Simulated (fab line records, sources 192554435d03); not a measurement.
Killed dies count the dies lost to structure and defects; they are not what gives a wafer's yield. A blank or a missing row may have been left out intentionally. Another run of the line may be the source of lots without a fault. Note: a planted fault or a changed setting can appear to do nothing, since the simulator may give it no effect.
Comparing a struck lot with a sound one    flow n5_finfet    37 steps out of a route of 1938
Sound: these wafers, L809.2, L809.3, L809.5. Wafers struck: L817.1, L817.5, L817.6. The cause comes at the end.
At each step with rows: each side's tool, then ch and its chambers, then its first start. Under that, the readings that differ: sound wafers    struck wafers    difference of the means    sigmas: that difference in standard deviations of wafers without a fault.
alike: readings whose means differ by less than 2 such deviations, and words and numbers that are the same on both sides. not compared: withheld readings, readings that some wafer has no value for, bounds like >300 that may hide the same value, and numbers for which the record gives no deviation and whose values overlap.
A row with sigmas, a row that says differs or no value, or rows on one side alone: a step with any of these is where the two part. Numbers that have no deviation but don't overlap get no sigmas and don't part them. Lack of a reading on every wafer of one side parts them only where that side has two or more wafers.

first, 12 steps without rows for these wafers: N5_SDB_DESCUM_16 (chemistry O2, time 7.9 s); N5_SDB_ETCH_17 (etches SiARC in CF4, target depth 23.4 nm, time 39 s); N5_SDB_ETCH_18 (etches SOC in N2/H2, target depth 100 nm, overetch 20 nm, time 150 s); N5_SDB_STRIP_19 (strips in N2/H2); N5_SDB_STRIP_21 (strips in CF4); N5_SDB_HM_OPEN_20 (chemistry CH3F/O2, target SiNx, stops on poly-Si, target depth 24 nm); N5_SDB_STRIP_22 (strips in N2/H2); N5_SDB_PRECLEAN_23 (cleans in dHF, time 30 s); N5_SDB_DUMMY_REMOVE_24 (chemistry TMAH, target poly-Si, stops on SiO2, target depth 142 nm, time 57 s, rinse time 30 s); N5_SDB_ETCH_25 (etches SiO2 in C4F6/O2, target depth 10 nm, time 3.3 s); N5_SDB_CUT_ETCH_26 (etches Si in HBr/Cl2/O2, target depth 129.6 nm, bt time 20 s, time 51.8 s); N5_SDB_PRECLEAN_38 (cleans in dHF, time 10 s).
N5_SDB_PRECLEAN_39: cleans in O3/DIW, time 45 s.
  sound on wet_bench-04 ch 1,2,3, day 6 02:24; struck on wet_bench-04 ch 1,6,7, day 8 03:04
then, 23 steps without rows for these wafers: N5_SDB_SRD_28 (time 30 s); N5_SDB_ALD_29 (deposits SiNx, target thk 30 nm, pulse time 1 s, ald cycles 600); N5_SDB_CMP_30 (polishes, stops on poly-Si, t overpolish 1.54 s, target thk 30 nm); N5_DUMMY_REMOVAL_HM_STRIP_01 (strips SiNx in CH3F/O2, stops on poly-Si, target depth 4 nm, time 6.8 s); N5_DUMMY_REMOVAL_STRIP_10 (strips in N2/H2, time 40 s); N5_DUMMY_REMOVAL_PRECLEAN_07 (cleans in dHF, time 30 s); N5_DUMMY_REMOVAL_DUMMY_REMOVE_02 (chemistry TMAH, target poly-Si, stops on SiO2, target depth 142 nm, time 57 s, rinse time 30 s); N5_DUMMY_REMOVAL_PRECLEAN_08 (cleans in NF3:NH3, afs cycles 2, time 20 s, sublimation time 60 s); N5_DUMMY_REMOVAL_PRECLEAN_04 (cleans in DHF, time 37 s); N5_DUMMY_REMOVAL_SRD_05 (time 30 s); N5_HKMG_FIN_IL_REGROW_00 (material SiO2, chemistry O3, target thk 0.75 nm, time 30 s); N5_HKMG_FIN_HK_ALD_01 (deposits HfO2, target thk 1.6 nm, pulse time 3 s, purge time 3 s); N5_HKMG_FIN_HK_ANNEAL_02 (time 30 s); N5_HKMG_FIN_ALD_74 (deposits La2O3, target thk 0.5 nm, pulse time 6 s, co reactant pulse time 1 s); N5_HKMG_FIN_ALD_75 (deposits Al2O3, target thk 1 nm, co reactant pulse time 1 s); N5_HKMG_FIN_COAT_41 (time 60 s, resist thk 300 nm); N5_HKMG_FIN_COAT_42 (time 60 s, resist thk 35 nm); N5_HKMG_FIN_COAT_43 (resist thk 90 nm); N5_HKMG_FIN_EBR_45; N5_HKMG_FIN_SOFTBAKE_44 (time 60 s); N5_HKMG_FIN_EXPOSE_46 (exposes mask NDIPOLE); N5_HKMG_FIN_PEB_47 (peb time 60 s); N5_HKMG_FIN_DEVELOP_48 (develop time 30 s).
-- the record jumps here: 10 days lie between the struck wafers' starts before and after (it left off in module HKMG_FIN and takes up again in module PASSIVATION, whose first step shown is number 1936 of the route) --
N5_PASSIVATION_PROBE_49:
  sound: prober-02 at day 15 21:28; struck: prober-01 at day 18 06:27
reading              sound       struck       difference  sigmas
killed_at_front_end  41 55 41    107 160 176  +102        +8
killed_dies          92 122 102  188 212 239  +108        +6
  alike: killed_at_M0_to_M3, killed_at_M4_up, killed_at_contacts, killed_at_other, killed_on_rim, killed_open, killed_short

== WHERE THEY PART ==
Within this record, at N5_PASSIVATION_PROBE_49 only.

WHY: what the simulator had put in
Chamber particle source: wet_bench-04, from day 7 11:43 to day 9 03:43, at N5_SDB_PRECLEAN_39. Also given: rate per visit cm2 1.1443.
